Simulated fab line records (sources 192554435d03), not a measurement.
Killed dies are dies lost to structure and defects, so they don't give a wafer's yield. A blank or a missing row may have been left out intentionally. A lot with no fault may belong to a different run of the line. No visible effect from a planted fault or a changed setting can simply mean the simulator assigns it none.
Split-lot study :: flow n5Finfet :: 7 lots, 39 wafers read, on a route of 1938 steps

## ABOUT THE SPLIT
At N5_BEOL_M4_ILD_DEP_00 (deposits SiOC from DEMS/O2, target thk 79 nm, time 15.3 s), the setting timeS was moved away from the recipe's 15.3 s on 15 of the 39 wafers read, by -31.0% to +57.8%. All remaining wafers had this setting at the recipe value.

There is no step in the file separating the split from the reading.

## THE READING
M4_ILD_THK at N5_BEOL_M4_THK_MEAS_01, in nm. A value of 79.3 nm with a standard deviation of 1 nm is what fault-free wafers of this fab line usually give.

wafer: L074.1
tool, chamber at the split: pecvd-02, 1
timeS as run, s: 10.55
against the recipe: -31.0%
M4_ILD_THK, nm: 53.3
against lot-mates on the recipe: -26.5

wafer: L074.2
tool, chamber at the split: pecvd-02, 2
timeS as run, s: 15.3
against the recipe: recipe
M4_ILD_THK, nm: 78.7
against lot-mates on the recipe: -

wafer: L074.3
tool, chamber at the split: pecvd-02, 0
timeS as run, s: 10.55
against the recipe: -31.0%
M4_ILD_THK, nm: 53.9
against lot-mates on the recipe: -25.9

wafer: L074.4
tool, chamber at the split: pecvd-02, 2
timeS as run, s: 15.3
against the recipe: recipe
M4_ILD_THK, nm: 80.5
against lot-mates on the recipe: -

wafer: L074.5
tool, chamber at the split: pecvd-02, 0
timeS as run, s: 15.3
against the recipe: recipe
M4_ILD_THK, nm: 80.3
against lot-mates on the recipe: -

wafer: L074.6
tool, chamber at the split: pecvd-02, 1
timeS as run, s: 10.55
against the recipe: -31.0%
M4_ILD_THK, nm: 53.9
against lot-mates on the recipe: -25.9

wafer: L078.1
tool, chamber at the split: pecvd-01, 1,0
timeS as run, s: 24.14
against the recipe: +57.8%
M4_ILD_THK, nm: 124.8
against lot-mates on the recipe: +44.7

wafer: L078.2
tool, chamber at the split: pecvd-01, 0
timeS as run, s: 15.3
against the recipe: recipe
M4_ILD_THK, nm: 79.0
against lot-mates on the recipe: -

wafer: L078.3
tool, chamber at the split: pecvd-01, 2
timeS as run, s: 24.14
against the recipe: +57.8%
M4_ILD_THK, nm: 123.9
against lot-mates on the recipe: +43.8

wafer: L078.4
tool, chamber at the split: pecvd-01, 2
timeS as run, s: 15.3
against the recipe: recipe
M4_ILD_THK, nm: 79.8
against lot-mates on the recipe: -

wafer: L078.5
tool, chamber at the split: pecvd-01, 1
timeS as run, s: 15.3
against the recipe: recipe
M4_ILD_THK, nm: 81.4
against lot-mates on the recipe: -

wafer: L078.6
tool, chamber at the split: pecvd-01, 1,0
timeS as run, s: 24.14
against the recipe: +57.8%
M4_ILD_THK, nm: 124.8
against lot-mates on the recipe: +44.7

wafer: L081.1
tool, chamber at the split: pecvd-01, 1,2
timeS as run, s: 15.3
against the recipe: recipe
M4_ILD_THK, nm: 79.2
against lot-mates on the recipe: -

wafer: L081.2
tool, chamber at the split: pecvd-01, 1,2
timeS as run, s: 15.3
against the recipe: recipe
M4_ILD_THK, nm: 79.1
against lot-mates on the recipe: -

wafer: L081.3
tool, chamber at the split: pecvd-01, 0
timeS as run, s: 11.79
against the recipe: -22.9%
M4_ILD_THK, nm: 60.2
against lot-mates on the recipe: -19.6

wafer: L081.4
tool, chamber at the split: pecvd-01, 1
timeS as run, s: 15.3
against the recipe: recipe
M4_ILD_THK, nm: 81.0
against lot-mates on the recipe: -

wafer: L081.5
tool, chamber at the split: pecvd-01, 2
timeS as run, s: 11.79
against the recipe: -22.9%
M4_ILD_THK, nm: 62.8
against lot-mates on the recipe: -17.0

wafer: L081.6
tool, chamber at the split: pecvd-01, 0
timeS as run, s: 11.79
against the recipe: -22.9%
M4_ILD_THK, nm: 61.0
against lot-mates on the recipe: -18.8

wafer: L080.1
tool, chamber at the split: pecvd-04, 0
timeS as run, s: 20.36
against the recipe: +33.1%
M4_ILD_THK, nm: 103.5
against lot-mates on the recipe: +22.9

wafer: L080.2
tool, chamber at the split: pecvd-04, 1,2
timeS as run, s: 20.36
against the recipe: +33.1%
M4_ILD_THK, nm: 105.1
against lot-mates on the recipe: +24.5

wafer: L080.3
tool, chamber at the split: pecvd-04, 1,2
timeS as run, s: 20.36
against the recipe: +33.1%
M4_ILD_THK, nm: 105.2
against lot-mates on the recipe: +24.6

wafer: L080.4
tool, chamber at the split: pecvd-04, 1,0
timeS as run, s: 15.3
against the recipe: recipe
M4_ILD_THK, nm: 80.1
against lot-mates on the recipe: -

wafer: L080.5
tool, chamber at the split: pecvd-04, 2
timeS as run, s: 15.3
against the recipe: recipe
M4_ILD_THK, nm: 81.7
against lot-mates on the recipe: -

wafer: L080.6
tool, chamber at the split: pecvd-04, 1,0
timeS as run, s: 15.3
against the recipe: recipe
M4_ILD_THK, nm: 80.0
against lot-mates on the recipe: -

wafer: L082.3
tool, chamber at the split: pecvd-01, 0
timeS as run, s: 15.3
against the recipe: recipe
M4_ILD_THK, nm: 77.5
against lot-mates on the recipe: -

wafer: L082.4
tool, chamber at the split: pecvd-01, 2
timeS as run, s: 15.3
against the recipe: recipe
M4_ILD_THK, nm: 80.2
against lot-mates on the recipe: -

wafer: L082.5
tool, chamber at the split: pecvd-01, 1
timeS as run, s: 15.3
against the recipe: recipe
M4_ILD_THK, nm: 79.5
against lot-mates on the recipe: -

wafer: L083.1
tool, chamber at the split: pecvd-01, 1
timeS as run, s: 21.91
against the recipe: +43.2%
M4_ILD_THK, nm: 112.1
against lot-mates on the recipe: +32.9

wafer: L083.2
tool, chamber at the split: pecvd-01, 0
timeS as run, s: 21.91
against the recipe: +43.2%
M4_ILD_THK, nm: 111.1
against lot-mates on the recipe: +31.9

wafer: L083.3
tool, chamber at the split: pecvd-01, 2
timeS as run, s: 15.3
against the recipe: recipe
M4_ILD_THK, nm: 78.9
against lot-mates on the recipe: -

wafer: L083.4
tool, chamber at the split: pecvd-01, 0
timeS as run, s: 15.3
against the recipe: recipe
M4_ILD_THK, nm: 78.8
against lot-mates on the recipe: -

wafer: L083.5
tool, chamber at the split: pecvd-01, 2
timeS as run, s: 15.3
against the recipe: recipe
M4_ILD_THK, nm: 79.9
against lot-mates on the recipe: -

wafer: L083.6
tool, chamber at the split: pecvd-01, 1
timeS as run, s: 21.91
against the recipe: +43.2%
M4_ILD_THK, nm: 113.8
against lot-mates on the recipe: +34.6

wafer: L097.1
tool, chamber at the split: pecvd-01, 2
timeS as run, s: 15.3
against the recipe: recipe
M4_ILD_THK, nm: 78.9
against lot-mates on the recipe: -

wafer: L097.2
tool, chamber at the split: pecvd-01, 0
timeS as run, s: 15.3
against the recipe: recipe
M4_ILD_THK, nm: 77.8
against lot-mates on the recipe: -

wafer: L097.3
tool, chamber at the split: pecvd-01, 1
timeS as run, s: 15.3
against the recipe: recipe
M4_ILD_THK, nm: 78.2
against lot-mates on the recipe: -

wafer: L097.4
tool, chamber at the split: pecvd-01, 0
timeS as run, s: 15.3
against the recipe: recipe
M4_ILD_THK, nm: 79.3
against lot-mates on the recipe: -

wafer: L097.5
tool, chamber at the split: pecvd-01, 2,1
timeS as run, s: 15.3
against the recipe: recipe
M4_ILD_THK, nm: 79.5
against lot-mates on the recipe: -

wafer: L097.6
tool, chamber at the split: pecvd-01, 2,1
timeS as run, s: 15.3
against the recipe: recipe
M4_ILD_THK, nm: 79.6
against lot-mates on the recipe: -
The file does not say which wafer passed through which chamber wherever a row lists several chambers: such a row stands for several wafers.

THE FIT
A straight line over all 39 wafers: M4_ILD_THK changes by +0.781 nm for each +1% of timeS; r = +1.00; the points scatter about the line by 1.1 nm.
The same after taking each lot's own level away (the mean of its wafers on the recipe; 39 wafers): +0.778 nm for each +1%; r = +1.00; scatter 1.1 nm.
That fit puts the effect of the largest move of timeS on the reading at 45 nm.
Measured against the standard deviation above, the lots' own levels, which go from 78.88 to 80.60 nm, span 1.7 times it.
The two slopes agree, so the slope changes little with the lot-to-lot level.
Check: with one of the wafers moved furthest among these (+57.8%) left out of the fit, the line predicts +44.5 nm for it against its lot-mates. Against them it came out at +44.7 nm.

## FURTHER SPLITS ON THESE WAFERS
Before the reading, these wafers also passed through other splits. Each is held against what the fit with the lots' levels taken away leaves over:
other split on the same wafers: N5_BEOL_M2_TRENCH_ETCH_37 targetDepthA
wafers away from the commonest value: 15
r with M4_ILD_THK (lot level and that fit taken away): +0.19

## THE WHOLE CHAIN: every reading that the file lists as answering this split, in the file's order
step: N5_BEOL_M4_ILD_DEP_00
what it does: deposits SiOC from DEMS/O2, target thk 79 nm, time 15.3 s
reading: SiOC_of_BEOL_M4_ILD_DEP_00.thkNm (the simulator's own value, which no gauge read)
change (the file's fit): +0.774 nm for each +1% of the setting
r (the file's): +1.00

step: N5_BEOL_M4_THK_MEAS_01
what it does: 
reading: M4_ILD_THK
change (the file's fit): +0.774 for each +1% of the setting
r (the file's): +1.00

## THE FILE'S OWN FIT
M4_ILD_THK changes by +0.774 nm for each +1% of timeS, r = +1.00.
